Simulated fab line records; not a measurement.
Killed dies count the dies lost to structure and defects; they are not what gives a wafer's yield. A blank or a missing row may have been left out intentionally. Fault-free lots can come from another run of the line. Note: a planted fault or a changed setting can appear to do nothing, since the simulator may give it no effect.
A lot that was struck, set against a sound lot :: flow n5Finfet :: 19 steps out of a route of 1938
Sound: the wafers L776.1, L776.2, L776.3. Struck: wafer L790.3 (left out: L790.4, L790.5 of the same lot, which were not struck); the cause appears at the end.
Each step with rows lists, per side, the tool, then ch with its chambers, then its first start. Under that, the readings that differ: sound wafers :: struck wafers :: difference of the means :: sigmas: that difference in standard deviations of wafers without a fault.
alike: words and numbers the same on both sides, and readings whose means are apart by under 2 such deviations; not compared: readings that were withheld, readings missing a value for some wafer, numbers with overlapping values and no deviation given by the record, and bounds like >300 which may hide the same value.
The two part at a step that has a row with sigmas, a row that says differs or no value, or rows on one side only. When numbers do not overlap yet have no deviation, they are printed without sigmas and do not part them. A reading missing from all wafers of one side parts the sides only when that side holds two or more wafers.

first, 2 steps without rows for these wafers: N5_SDB_STRIP_19 (strips in N2/H2); N5_SDB_STRIP_21 (strips in CF4).
N5_SDB_HM_OPEN_20: chemistry CH3F/O2, target SiNx, stops on poly-Si, target depth 24 nm.
  sound on rieDiel-04 ch 0,1,3, day 3 18:48; struck on rieDiel-02 ch 3, day 7 11:29
reading: drypumpMotorCurrentA (A)
sound: 5.4 5.8 6.6
struck: 4.7
difference: -1.2
sigmas: -2
  alike: mfcArSccm, oesProductAu, rfVppV, showerheadPlenumPTorr, throttleValvePct
  not compared: rfHoursCounterH
N5_SDB_STRIP_22: strips in N2/H2.
  sound on plasmaAsher-01 ch 0,1, day 3 18:53; struck on plasmaAsher-02 ch 1, day 7 11:36
reading: heaterPowerW (W)
sound: 291 312 301
struck: 345
difference: +44
sigmas: +2
  alike: drypumpMotorCurrentA, oesProductAu, stripTimeToEndpointS
  not compared: rfHoursCounterH
then, 2 steps without rows for these wafers: N5_SDB_PRECLEAN_23 (cleans in dHF, time 30 s); N5_SDB_DUMMY_REMOVE_24 (chemistry TMAH, target poly-Si, stops on SiO2, target depth 142 nm, time 57 s, rinse time 30 s).
N5_SDB_ETCH_25: etches SiO2 in C4F6/O2, target depth 10 nm, time 3.3 s.
  sound on rieDiel-04 ch 1,2,3, day 3 19:17; struck on rieDiel-02 ch 1, day 7 11:47
reading: drypumpMotorCurrentA (A)
sound: 5.7 6.6 5.4
struck: 4.9
difference: -1.0
sigmas: -2

reading: mfcArSccm (sccm)
sound: 299.0 298.9 299.4
struck: 301.2
difference: +2.1
sigmas: +2
  alike: oesProductAu, rfVppV, showerheadPlenumPTorr, throttleValvePct
  not compared: rfHoursCounterH
N5_SDB_CUT_ETCH_26: etches Si in HBr/Cl2/O2, target depth 129.6 nm, bt time 20 s, time 51.8 s.
  sound on rieSi-03 ch 0,2,3, day 3 19:23; struck on rieSi-03 ch 1, day 7 11:52
reading: rfHoursCounterH (h)
sound: 7 159 65
struck: 3
difference: -74
sigmas: 
  alike: drypumpMotorCurrentA, oesProductAu, throttleValvePct
then, 3 steps without rows for these wafers: N5_SDB_PRECLEAN_38 (cleans in dHF, time 10 s); N5_SDB_PRECLEAN_39 (cleans in O3/DIW, time 45 s); N5_SDB_SRD_28 (time 30 s).
N5_SDB_ALD_29: deposits SiNx, target thk 30 nm, pulse time 1 s, ald cycles 600.
  sound on aldSin-02 ch 1,2,3, day 3 19:34; struck on aldSin-01 ch 2, day 7 12:06
  alike: heaterPowerW, precursorPulseHeightRel
N5_SDB_CMP_30: polishes, stops on poly-Si, t overpolish 1.54 s, target thk 30 nm.
  sound on cmp-03 ch 0,2,3, day 3 22:18; struck on cmp-03 ch 3, day 7 14:50
reading: timeToEndpointS (s)
sound: 18.6 15.5 19.0
struck: 36.2
difference: +18.5
sigmas: +10

reading: model.a-Si_of_DUMMY_GATE_CVD_03.thkNm (nm)
sound: 63 62.6 62.4
struck: 66.2
difference: +3.5
sigmas: 
  alike: motorCurrentA, overpolishRunS, padLifeWafers, slurryFlowMlMin
N5_SDB_THK_MEAS_31:
  struck on filmMetro-02, day 7 15:08; sound on filmMetro-02, day 3 22:35
reading: SDB_THK (nm)
sound: 63.1 62.7 62.4
struck: 66.2
difference: +3.5
sigmas: +4
N5_SDB_INSPECT_36: inspects for defects (darkfield).
  struck on defectInspect-02, day 7 15:26; sound on defectInspect-01, day 3 22:37
  alike: rawDefectCount
N5_DUMMY_REMOVAL_HM_STRIP_01: strips SiNx in CH3F/O2, stops on poly-Si, target depth 4 nm, time 6.8 s.
  sound on rieDiel-05 ch 1,2,3, day 3 22:39; struck on rieDiel-05 ch 3, day 7 15:28
reading: model.a-Si_of_DUMMY_GATE_CVD_03.thkNm (nm)
sound: 63 62.6 62.4
struck: 66.2
difference: +3.5
sigmas: 
  alike: drypumpMotorCurrentA, mfcArSccm, oesProductAu, rfVppV, showerheadPlenumPTorr, throttleValvePct
  not compared: rfHoursCounterH
then, 1 step without rows for these wafers: N5_DUMMY_REMOVAL_STRIP_10 (strips in N2/H2, time 40 s).
-- record jumps: 4 days separate the struck wafers' starts on either side; left off in module DUMMY_REMOVAL, taken up again in module BEOL_M4, whose first shown step is the route's number 1111 --
N5_BEOL_M4_RC_MEAS_101:
  sound on prober-01 ch 0, day 8 01:35; struck on prober-01 ch 0, day 11 06:44
reading: DIBL_P (mV/V)
sound: 37.9 38.5 36.5
struck: 34.5
difference: -3.1
sigmas: -2
  alike: DIBL_N, IOFF_N, IOFF_P, ION_N, ION_P, SS_N, SS_P, VT_N, VT_P
next, for these wafers, 1 step has no rows: N5_PASSIVATION_PROBE_49.

== WHERE THEY PART ==
Earliest at N5_SDB_HM_OPEN_20; latest, in this record, at N5_BEOL_M4_RC_MEAS_101.

WHY: what had been put in by the simulator
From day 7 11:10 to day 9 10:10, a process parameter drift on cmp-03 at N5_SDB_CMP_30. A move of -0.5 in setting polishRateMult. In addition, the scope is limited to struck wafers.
